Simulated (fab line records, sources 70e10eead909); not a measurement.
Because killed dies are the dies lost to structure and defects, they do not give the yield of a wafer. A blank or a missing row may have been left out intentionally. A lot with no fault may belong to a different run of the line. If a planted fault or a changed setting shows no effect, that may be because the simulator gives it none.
Chamber matching + flow nand_harc + 4 sister chambers for NHARC_A_DECK1_JOINT_ETCHBACK_07 on rie_si-02
The step etches the open film in HBr, target depth 105 nm, time 26.9 s. 7 wafers are shown with their chamber, then 10 later ones without.

## WAFERS, EACH WITH ITS CHAMBER
| wafer  | chamber | drypump_motor_current_A (A) | throttle_valve_pct (%) |
|--------|---------|-----------------------------|------------------------|
| L082.4 | 0       | 5.2                         | 23.260                 |
| L082.6 | 3       | 5.5                         | 23.268                 |
| L083.2 | 1       | 6.1                         | 23.261                 |
| L083.4 | 2       | 6.4                         | 23.265                 |
| L083.6 | 1       | 6.1                         | 23.268                 |
| L084.2 | 2       | 6.5                         | 23.267                 |
| L084.3 | 3       | 5.5                         | 23.265                 |

## WAFERS WHOSE CHAMBER IS MISSING
| wafer  | drypump_motor_current_A (A) | throttle_valve_pct (%) |
|--------|-----------------------------|------------------------|
| L084.5 | 6.5                         | 23.247                 |
| L087.1 | 6.0                         | 23.267                 |
| L087.2 | 5.4                         | 23.265                 |
| L087.6 | 6.4                         | 23.269                 |
| L094.1 | 6.1                         | 23.267                 |
| L094.2 | 5.5                         | 23.272                 |
| L094.4 | 6.4                         | 23.277                 |
| L095.2 | 5.2                         | 23.275                 |
| L095.3 | 5.5                         | 23.265                 |
| L095.6 | 5.5                         | 23.270                 |

## WHICH CHAMBER EACH WENT THROUGH
| wafer  | from the rows above | in truth |
|--------|---------------------|----------|
| L084.5 | 2                   | 2        |
| L087.1 | 1                   | 1        |
| L087.2 | 3                   | 3        |
| L087.6 | 2                   | 2        |
| L094.1 | 1                   | 1        |
| L094.2 | 3                   | 3        |
| L094.4 | 2                   | 2        |
| L095.2 | 0                   | 0        |
| L095.3 | 3                   | 3        |
| L095.6 | 3                   | 3        |
Correctly placed: 10 of 10. Number that these rows cannot place: 0. Placed wrongly: 0.
How it was worked out, from the rows above alone: a wafer's distance from a chamber is the root of the sum, over the readings, of the square of ((its reading less the chamber's mean) divided by the reading's scatter). The wafer belongs to the nearest chamber; if the next one is less than 2 further off, it can't be placed. The mean given for a chamber averages the wafers shown for that chamber. How the scatter is found: for the shown wafers, subtract from each reading the mean of its chamber, square and add these, divide the total by (wafers less chambers), then take the root.
